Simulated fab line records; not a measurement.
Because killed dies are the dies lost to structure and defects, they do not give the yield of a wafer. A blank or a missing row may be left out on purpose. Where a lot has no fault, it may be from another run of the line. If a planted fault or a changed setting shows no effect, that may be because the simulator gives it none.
What tool caused it? + flow n5Finfet + 26 wafers from 9 lots sampled at 5 of the route's 1938 steps

## WHAT THE GAUGES SHOWED, per wafer
N5_BEOL_M4_RC_MEAS_101. Usual: DIBL_N 36.6 mV/V, standard deviation 1.1; DIBL_P 36.8 mV/V, standard deviation 1.6; IOFF_N 0.169 nA/um, standard deviation 0.024; IOFF_P 0.206 nA/um, standard deviation 0.028; ION_N 679 uA/um, standard deviation 9.2; ION_P 462 uA/um, standard deviation 7; SS_N 71.6 mV/dec, standard deviation 0.57; SS_P 73.3 mV/dec, standard deviation 0.57; VT_N 248.8 mV, standard deviation 2.4; VT_P -251 mV, standard deviation 3.
| lot  | measured     | on        | DIBL_N (mV/V)  | DIBL_P (mV/V)  | IOFF_N (nA/um)    | IOFF_P (nA/um)    | ION_N (uA/um) | ION_P (uA/um) | SS_N (mV/dec)  | SS_P (mV/dec)  | VT_N (mV)         | VT_P (mV)      | flag |
|------|--------------|-----------|----------------|----------------|-------------------|-------------------|---------------|---------------|----------------|----------------|-------------------|----------------|------|
| L397 | day 9 04:16  | prober-02 | 38.0 35.2 36.1 | 36.6 33.2 34.4 | 0.222 0.158 0.171 | 0.228 0.176 0.189 | 689 684 677   | 460 460 462   | 72.8 71.6 71.7 | 73.8 72.5 73.7 | 244.6 246.5 247.0 | -247 -251 -251 |      |
| L398 | day 10 08:19 | prober-01 | 35.8 36.5 36.6 | 35.8 37.8 37.3 | 0.138 0.158 0.155 | 0.190 0.219 0.197 | 671 678 674   | 462 464 463   | 71.0 70.8 70.9 | 73.5 73.9 72.4 | 252.2 248.2 248.5 | -252 -252 -253 |      |
| L400 | day 10 06:55 | prober-02 | 36.6 35.6 38.0 | 38.2 36.9 39.2 | 0.165 0.140 0.183 | 0.221 0.201 0.234 | 691 668 683   | 468 465 473   | 71.3 71.5 72.2 | 72.3 72.2 73.5 | 248.0 250.8 250.1 | -249 -251 -248 |      |
| L411 | day 13 11:26 | prober-01 | 35.0 34.8 35.8 | 33.5 33.7 34.4 | 0.128 0.135 0.142 | 0.166 0.166 0.176 | 667 665 667   | 454 456 458   | 70.8 71.5 71.3 | 72.3 72.3 73.0 | 254.6 251.3 251.5 | -254 -255 -253 |      |
| L412 | day 13 11:52 | prober-02 | 37.6 38.0 36.0 | 36.6 37.1 34.8 | 0.173 0.187 0.149 | 0.171 0.183 0.158 | 673 680 673   | 447 453 451   | 71.0 72.1 71.1 | 73.9 73.8 73.6 | 248.9 248.6 251.8 | -255 -259 -258 |      |
| L415 | day 14 04:37 | prober-02 | 36.3 35.4 35.3 | 37.4 36.6 36.5 | 0.169 0.160 0.150 | 0.221 0.210 0.212 | 673 678 672   | 466 466 466   | 71.8 72.1 72.1 | 73.9 73.6 73.2 | 249.2 249.0 253.6 | -247 -251 -251 |      |
| L416 | day 15 03:05 | prober-02 | 35.1 35.8 36.7 | 35.8 37.0 37.9 | 0.150 0.165 0.179 | 0.162 0.175 0.186 | 672 675 685   | 450 447 456   | 71.7 71.1 71.0 | 73.1 73.6 74.1 | 249.1 247.9 247.0 | -257 -255 -256 |      |
| L418 | day 15 13:02 | prober-02 | 35.9 36.3 37.0 | 36.9 37.3 38.6 | 0.140 0.143 0.157 | 0.171 0.179 0.190 | 673 675 675   | 455 460 461   | 70.7 71.4 71.6 | 72.8 72.9 72.7 | 255.4 252.2 250.8 | -252 -253 -252 |      |

## TOOL THAT RAN EACH LOT (tool first, then ch and the chambers of the sampled wafers, then the start)
| lot  | N5_MOL_CONTACT_COAG_ALD_133     | N5_MOL_CONTACT_COAG_ETCH_67      | N5_MOL_CONTACT_COAG_ETCH_124     | N5_MOL_CONTACT_COAG_STRIP_49        |
|------|---------------------------------|----------------------------------|----------------------------------|-------------------------------------|
| L397 | aldSin-01 ch 0,1,3, day 5 18:40 | rieDiel-01 ch 0,1,2, day 5 18:53 | rieDiel-01 ch 0,1,2, day 5 19:02 | plasmaAsher-02 ch 0,1, day 5 19:12  |
| L398 | aldSin-02 ch 0,1,2, day 5 23:36 | rieDiel-01 ch 1,2,3, day 5 23:49 | rieDiel-01 ch 1,2,3, day 5 23:58 | plasmaAsher-01 ch 0,1, day 6 00:08  |
| L400 | aldSin-01 ch 2,3, day 6 10:14   | rieDiel-04 ch 0,2,3, day 6 10:26 | rieDiel-04 ch 0,2,3, day 6 10:35 | plasmaAsher-02 ch 0,1, day 6 10:47  |
| L405 | aldSin-01 ch 0,3, day 7 18:34   | rieDiel-03 ch 3, day 7 18:47     | rieDiel-03 ch 3, day 7 18:56     | plasmaAsher-02 ch 1, day 7 19:07    |
| L411 | aldSin-02 ch 2,3, day 9 06:02   | rieDiel-03 ch 0,1, day 9 06:14   | rieDiel-03 ch 0,1, day 9 06:23   | plasmaAsher-02 ch 0,1, day 9 06:34  |
| L412 | aldSin-02 ch 0,2,3, day 9 13:22 | rieDiel-03 ch 0,1,3, day 9 13:37 | rieDiel-03 ch 0,1,3, day 9 13:46 | plasmaAsher-01 ch 0,1, day 9 13:56  |
| L415 | aldSin-02 ch 2,3, day 10 01:44  | rieDiel-04 ch 1,2, day 10 02:00  | rieDiel-04 ch 1,2, day 10 02:09  | plasmaAsher-01 ch 0,1, day 10 02:20 |
| L416 | aldSin-02 ch 0,2, day 10 12:24  | rieDiel-04 ch 0,1, day 10 12:37  | rieDiel-04 ch 0,1, day 10 12:46  | plasmaAsher-01 ch 0,1, day 10 12:56 |
| L418 | aldSin-01 ch 2,3, day 11 17:19  | rieDiel-04 ch 1,3, day 11 17:32  | rieDiel-04 ch 1,3, day 11 17:41  | plasmaAsher-02 ch 0,1, day 11 17:52 |
- N5_MOL_CONTACT_COAG_ALD_133: deposits SiO2, target thk 5 nm, pulse time 1 s, co reactant pulse time 1 s.
- N5_MOL_CONTACT_COAG_ETCH_67: etches SOC in N2/H2, target depth 60 nm, overetch 21 nm, time 101.2 s.
- N5_MOL_CONTACT_COAG_ETCH_124: etches SiNx in CH3F/O2, stops on SiOC, target depth 6.5 nm.
- N5_MOL_CONTACT_COAG_STRIP_49: strips in N2/H2, time 30 s.

## WHAT THE TOOLS THEMSELVES READ (means of the sampled wafers that have a number; where no wafer has one, the mark that the record gives instead)
N5_MOL_CONTACT_COAG_ALD_133. Usual: heaterPowerW 78 W, standard deviation 9.4; precursorPulseHeightRel 0.999, standard deviation 0.02.
| lot  | tool      | heaterPowerW (W) | precursorPulseHeightRel | flag |
|------|-----------|------------------|-------------------------|------|
| L397 | aldSin-01 | 77               | 0.984                   |      |
| L398 | aldSin-02 | 72               | 0.999                   |      |
| L400 | aldSin-01 | 89               | 1.007                   |      |
| L405 | aldSin-01 | 80               | 0.993                   |      |
| L411 | aldSin-02 | 73               | 1.008                   |      |
| L412 | aldSin-02 | 70               | 0.983                   |      |
| L415 | aldSin-02 | 73               | 1.009                   |      |
| L416 | aldSin-02 | 71               | 0.976                   |      |
| L418 | aldSin-01 | 97               | 0.990                   |      |

N5_MOL_CONTACT_COAG_ETCH_67. Usual: drypumpMotorCurrentA 5.6 A, standard deviation 0.53; h2FlowSccm 200.0 sccm, standard deviation 0.59; n2FlowSccm 200.0 sccm, standard deviation 0.6; oesProductAu 0.70 a.u., standard deviation 0.071; rfFwdPowerW 833.7 W, standard deviation 2.7; rfVppV 524.9 V, standard deviation 3; showerheadPlenumPTorr 2.58 Torr, standard deviation 0.11; throttleValvePct 17.75 %, standard deviation 0.2.
| lot  | tool       | drypumpMotorCurrentA (A) | h2FlowSccm (sccm) | n2FlowSccm (sccm) | oesProductAu (a.u.) | rfFwdPowerW (W) | rfVppV (V) | showerheadPlenumPTorr (Torr) | throttleValvePct (%) | flag |
|------|------------|--------------------------|-------------------|-------------------|---------------------|-----------------|------------|------------------------------|----------------------|------|
| L397 | rieDiel-01 | 5.4                      | 199.6             | 199.8             | 0.76                | 831.7           | 527.1      | 2.66                         | 17.63                |      |
| L398 | rieDiel-01 | 5.6                      | 199.9             | 199.8             | 0.78                | 834.3           | 525.3      | 2.64                         | 17.70                |      |
| L400 | rieDiel-04 | 5.8                      | 200.0             | 200.0             | 0.68                | 835.3           | 523.0      | 2.49                         | 17.75                |      |
| L405 | rieDiel-03 | 4.8                      | 200.1             | 200.1             | 0.60                | 832.0           | 525.9      | 2.62                         | 18.18                |      |
| L411 | rieDiel-03 | 5.9                      | 200.5             | 200.1             | 0.77                | 833.4           | 524.6      | 2.56                         | 17.51                |      |
| L412 | rieDiel-03 | 5.6                      | 199.9             | 200.1             | 0.70                | 834.0           | 524.9      | 2.60                         | 17.81                |      |
| L415 | rieDiel-04 | 5.4                      | 199.9             | 199.8             | 0.70                | 833.8           | 527.3      | 2.65                         | 17.60                |      |
| L416 | rieDiel-04 | 5.2                      | 200.1             | 200.1             | 0.72                | 832.9           | 526.9      | 2.63                         | 17.65                |      |
| L418 | rieDiel-04 | 5.7                      | 199.2             | 200.3             | 0.75                | 835.5           | 528.8      | 2.70                         | 17.69                |      |

N5_MOL_CONTACT_COAG_ETCH_124. Usual: drypumpMotorCurrentA 5.6 A, standard deviation 0.52; oesProductAu 0.71 a.u., standard deviation 0.073; rfFwdPowerW 390.1 W, standard deviation 1.6; rfVppV 298 V, standard deviation 3.3; showerheadPlenumPTorr 2.03 Torr, standard deviation 0.082; throttleValvePct 16.23 %, standard deviation 0.21.
| lot  | tool       | drypumpMotorCurrentA (A) | oesProductAu (a.u.) | rfFwdPowerW (W) | rfVppV (V) | showerheadPlenumPTorr (Torr) | throttleValvePct (%) | flag |
|------|------------|--------------------------|---------------------|-----------------|------------|------------------------------|----------------------|------|
| L397 | rieDiel-01 | 5.4                      | 0.77                | 390.1           | 301        | 2.10                         | 16.15                |      |
| L398 | rieDiel-01 | 5.6                      | 0.79                | 389.5           | 300        | 2.08                         | 16.17                |      |
| L400 | rieDiel-04 | 5.8                      | 0.70                | 390.6           | 298        | 1.96                         | 16.28                |      |
| L405 | rieDiel-03 | 4.8                      | 0.62                | 390.3           | 300        | 2.07                         | 16.62                |      |
| L411 | rieDiel-03 | 5.8                      | 0.79                | 389.9           | 298        | 2.01                         | 16.02                |      |
| L412 | rieDiel-03 | 5.6                      | 0.71                | 390.2           | 299        | 2.04                         | 16.27                |      |
| L415 | rieDiel-04 | 5.4                      | 0.71                | 391.3           | 297        | 2.08                         | 16.00                |      |
| L416 | rieDiel-04 | 5.1                      | 0.73                | 389.3           | 300        | 2.06                         | 16.03                |      |
| L418 | rieDiel-04 | 5.7                      | 0.77                | 391.5           | 298        | 2.12                         | 16.18                |      |

N5_MOL_CONTACT_COAG_STRIP_49. Usual: drypumpMotorCurrentA 5.8 A, standard deviation 0.51; h2FlowSccm 3250 sccm, standard deviation 10; heaterPowerW 352 W, standard deviation 51; n2FlowSccm 1750 sccm, standard deviation 4.5.
| lot  | tool           | drypumpMotorCurrentA (A) | h2FlowSccm (sccm) | heaterPowerW (W) | n2FlowSccm (sccm) | flag |
|------|----------------|--------------------------|-------------------|------------------|-------------------|------|
| L397 | plasmaAsher-02 | 5.6                      | 3251              | 395              | 1751              |      |
| L398 | plasmaAsher-01 | 6.3                      | 3265              | 331              | 1754              |      |
| L400 | plasmaAsher-02 | 5.6                      | 3244              | 398              | 1750              |      |
| L405 | plasmaAsher-02 | 5.8                      | 3243              | 418              | 1754              |      |
| L411 | plasmaAsher-02 | 5.4                      | 3251              | 366              | 1747              |      |
| L412 | plasmaAsher-01 | 6.2                      | 3257              | 300              | 1744              |      |
| L415 | plasmaAsher-01 | 6.4                      | 3251              | 327              | 1746              |      |
| L416 | plasmaAsher-01 | 6.2                      | 3254              | 297              | 1751              |      |
| L418 | plasmaAsher-02 | 5.6                      | 3250              | 388              | 1746              |      |

## THE ANSWER, worked out from the rows above alone
Rule: take the mean of a lot's wafers that have a number; if it is more than 3 standard deviations from the usual mean, the lot is off. A lot without any number at a reading at which 4 lots or more have one is off too. Any other lot the step has rows for is counted as sound. Order of review: gauges by route order, followed by the tools' own readings, for which a lot's mean as printed above is used. The first step at which some lot is off is used, and at that step the reading that is off furthest; a lot without a number counts as furthest.
Nothing can be told from this: no lot is off at any reading shown.

## WHAT WAS PUT IN BY THE SIMULATOR
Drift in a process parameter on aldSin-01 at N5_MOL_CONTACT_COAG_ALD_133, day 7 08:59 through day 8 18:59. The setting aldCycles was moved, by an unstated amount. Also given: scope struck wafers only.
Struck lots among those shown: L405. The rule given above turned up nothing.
